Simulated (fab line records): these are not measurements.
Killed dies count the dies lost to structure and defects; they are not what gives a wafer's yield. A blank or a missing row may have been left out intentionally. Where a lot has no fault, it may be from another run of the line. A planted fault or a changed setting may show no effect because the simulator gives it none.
Chamber matching / flow n5 finfet / N5_BEOL_M4_ETCH_64 on rie diel-02: 4 sister chambers
The step etches SOC in N2/H2, target depth 75 nm, overetch 22.5 nm, time 121.9 s. 8 wafers are shown with their chamber, then 8 later ones without.

== WAFERS WITH THEIR CHAMBER ==
wafer=L074.6; chamber=1; drypump motor current A (A)=6.3; showerhead plenum p Torr (Torr)=2.52
wafer=L075.6; chamber=1; drypump motor current A (A)=6.3; showerhead plenum p Torr (Torr)=2.52
wafer=L082.1; chamber=2; drypump motor current A (A)=5.1; showerhead plenum p Torr (Torr)=2.52
wafer=L082.2; chamber=0; drypump motor current A (A)=6.6; showerhead plenum p Torr (Torr)=2.71
wafer=L086.2; chamber=2; drypump motor current A (A)=5.1; showerhead plenum p Torr (Torr)=2.51
wafer=L086.3; chamber=3; drypump motor current A (A)=5.9; showerhead plenum p Torr (Torr)=2.55
wafer=L086.5; chamber=3; drypump motor current A (A)=5.8; showerhead plenum p Torr (Torr)=2.55
wafer=L085.2; chamber=0; drypump motor current A (A)=6.6; showerhead plenum p Torr (Torr)=2.70

== WAFERS WHOSE CHAMBER IS MISSING ==
wafer=L085.4; drypump motor current A (A)=5.9; showerhead plenum p Torr (Torr)=2.55
wafer=L085.5; drypump motor current A (A)=6.3; showerhead plenum p Torr (Torr)=2.51
wafer=L095.2; drypump motor current A (A)=5.9; showerhead plenum p Torr (Torr)=2.54
wafer=L095.3; drypump motor current A (A)=6.5; showerhead plenum p Torr (Torr)=2.69
wafer=L095.5; drypump motor current A (A)=5.1; showerhead plenum p Torr (Torr)=2.51
wafer=L096.2; drypump motor current A (A)=5.9; showerhead plenum p Torr (Torr)=2.54
wafer=L096.4; drypump motor current A (A)=6.6; showerhead plenum p Torr (Torr)=2.69
wafer=L096.5; drypump motor current A (A)=6.3; showerhead plenum p Torr (Torr)=2.51

== EACH ONE'S CHAMBER ==
wafer=L085.4; from the rows above=3; in truth=3
wafer=L085.5; from the rows above=1; in truth=1
wafer=L095.2; from the rows above=3; in truth=3
wafer=L095.3; from the rows above=0; in truth=0
wafer=L095.5; from the rows above=2; in truth=2
wafer=L096.2; from the rows above=3; in truth=3
wafer=L096.4; from the rows above=0; in truth=0
wafer=L096.5; from the rows above=1; in truth=1
Correct placement for 8 of the 8. Not placeable from these rows: 0. 0 placed wrongly.
How it was worked out, from the rows above alone: a wafer's distance from a chamber is the root of the sum, over the readings, of the square of ((its reading less the chamber's mean) divided by the reading's scatter). The wafer belongs to the nearest chamber; if the next one is less than 2 further off, it can't be placed. A chamber's mean is the mean of its shown wafers. The scatter: the root of (the sum of the squares of (reading less its chamber's mean) over the shown wafers, divided by (wafers less chambers)).
